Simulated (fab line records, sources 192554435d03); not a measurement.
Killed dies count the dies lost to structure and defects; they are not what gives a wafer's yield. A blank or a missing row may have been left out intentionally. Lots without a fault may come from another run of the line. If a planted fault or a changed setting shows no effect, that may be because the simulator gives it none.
A struck lot beside a sound one | flow n5 finfet | 12 steps out of a route of 1938
Sound: the wafers L338.1, L338.3. Wafers L345.2, L345.4, L345.6 were the ones struck. Last of all comes the cause.
Order at every step that has rows: each side's tool, ch and its chambers, its first start. Under that, the readings that differ: sound wafers | struck wafers | difference of the means | sigmas: that difference in standard deviations of wafers without a fault.
alike: same words and numbers on both sides, and readings whose means sit less than 2 such deviations apart. not compared: any withheld reading, any reading some wafer has no value for, any bound like >300 that may hide the same value, and any number with overlapping values for which the record gives no deviation.
A row with sigmas, a row that says differs or no value, or rows on one side alone: a step with any of these is where the two part. When numbers do not overlap yet have no deviation, they are printed without sigmas and do not part them. Lack of a reading on every wafer of one side parts them only where that side has two or more wafers.

N5_START_INSPECT_01: inspects for defects (unpatterned scan).
  struck on defect inspect-01, day 5 12:02; sound on defect inspect-02, day 3 18:02
  alike: raw defect count
then, 2 steps without rows for these wafers: N5_ZERO_LAYER_PRECLEAN_00 (cleans in SPM, time 600 s); N5_ZERO_LAYER_SRD_01 (time 30 s, dry time 30 s).
N5_ZERO_LAYER_PECVD_02: deposits SiO2 from SiH4/N2O, target thk 10 nm, time 6 s.
  sound on pecvd-03 ch 1,2, day 3 18:17; struck on pecvd-01 ch 0,1, day 5 12:17
  reading                         | sound     | struck         | difference | sigmas
  showerhead plenum p Torr (Torr) | 8.16 7.85 | 8.37 8.36 8.37 | +0.36      | +2
  alike: heater power w
  not compared: since wet clean h
then, 4 steps without rows for these wafers: N5_ZERO_LAYER_HMDS_04 (time 60 s); N5_ZERO_LAYER_COAT_05 (resist thk 1000 nm); N5_ZERO_LAYER_EBR_07; N5_ZERO_LAYER_SOFTBAKE_06 (time 90 s).
N5_ZERO_LAYER_EXPOSE_08: exposes mask ZERO, defocus 0 nm, target cd 2000 nm.
  sound on krf scanner-01 ch 0, day 3 18:28; struck on krf scanner-01 ch 0, day 5 12:28
  reading              | sound         | struck               | difference | sigmas
  exposure dose mJ cm2 | 16.230 16.228 | 16.414 16.422 16.419 | +0.189     | +12
  alike: mask, reticle temp C
following that, these wafers have no rows for 1 step: N5_ZERO_LAYER_PEB_09.
-- a jump in the record: the struck wafers' starts before and after are 7 days apart (it breaks off in module ZERO_LAYER and resumes in module BEOL_M4, where the first step shown is number 1111 of the route) --
N5_BEOL_M4_RC_MEAS_101:
  sound on prober-01 ch 0, day 10 17:41; struck on prober-02 ch 0, day 12 20:07
  reading   | sound         | struck               | difference | sigmas
  VT_P (mV) | -249.8 -246.1 | -253.1 -252.0 -257.2 | -6.2       | -2
  alike: DIBL_N, DIBL_P, IOFF_N, IOFF_P, ION_N, ION_P, SS_N, SS_P, VT_N
following that, these wafers have no rows for 1 step: N5_PASSIVATION_PROBE_49.

WHERE THEY PART
First at N5_ZERO_LAYER_PECVD_02; last, within this record, at N5_BEOL_M4_RC_MEAS_101.

WHY: what had been put in by the simulator
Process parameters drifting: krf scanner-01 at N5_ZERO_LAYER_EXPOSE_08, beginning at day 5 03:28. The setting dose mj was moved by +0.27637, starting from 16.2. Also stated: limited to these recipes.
